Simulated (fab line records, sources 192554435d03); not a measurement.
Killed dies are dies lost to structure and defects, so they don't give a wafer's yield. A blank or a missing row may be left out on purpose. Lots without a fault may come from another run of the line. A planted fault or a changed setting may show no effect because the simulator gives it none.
Chamber matching | flow n5_finfet | N5_BEOL_M0_SAQP_PECVD_04 on pecvd-03: 3 sister chambers
The step deposits a-Si from SiH4/He, target thk 60 nm, time 60.2 s. 3 wafers are shown with their chamber, then 10 later ones without.

WAFERS WITH THEIR CHAMBER
wafer  | chamber | showerhead_plenum_p_Torr (Torr)
L089.4 | 2       | 5.58
L088.2 | 0       | 5.75
L088.5 | 1       | 5.70

WAFERS WITHOUT THEIR CHAMBER
wafer  | showerhead_plenum_p_Torr (Torr)
L088.6 | 5.56
L092.3 | 5.70
L092.5 | 5.56
L092.6 | 5.77
L093.2 | 5.71
L093.5 | 5.57
L093.6 | 5.69
L096.2 | 5.58
L096.4 | 5.57
L096.6 | 5.76

WHICH CHAMBER EACH WENT THROUGH
wafer  | from the rows above | in truth
L088.6 | 2                   | 2
L092.3 | 1                   | 1
L092.5 | 2                   | 2
L092.6 | 0                   | 0
L093.2 | 1                   | 1
L093.5 | 2                   | 2
L093.6 | 1                   | 1
L096.2 | 2                   | 2
L096.4 | 2                   | 2
L096.6 | 0                   | 0
Placed correctly: 10 of 10. Can't be placed from these rows: 0. Placed wrongly: 0.
How it was worked out, from the rows above alone: a wafer's distance from a chamber is the root of the sum, over the readings, of the square of ((its reading less the chamber's mean) divided by the reading's scatter). The wafer belongs to the nearest chamber; if the next one is less than 2 further off, it can't be placed. A chamber's mean is the mean of its shown wafers. The scatter: with one shown wafer a chamber, the root of the mean of the squares of how far each hidden wafer lies from its nearest shown one.
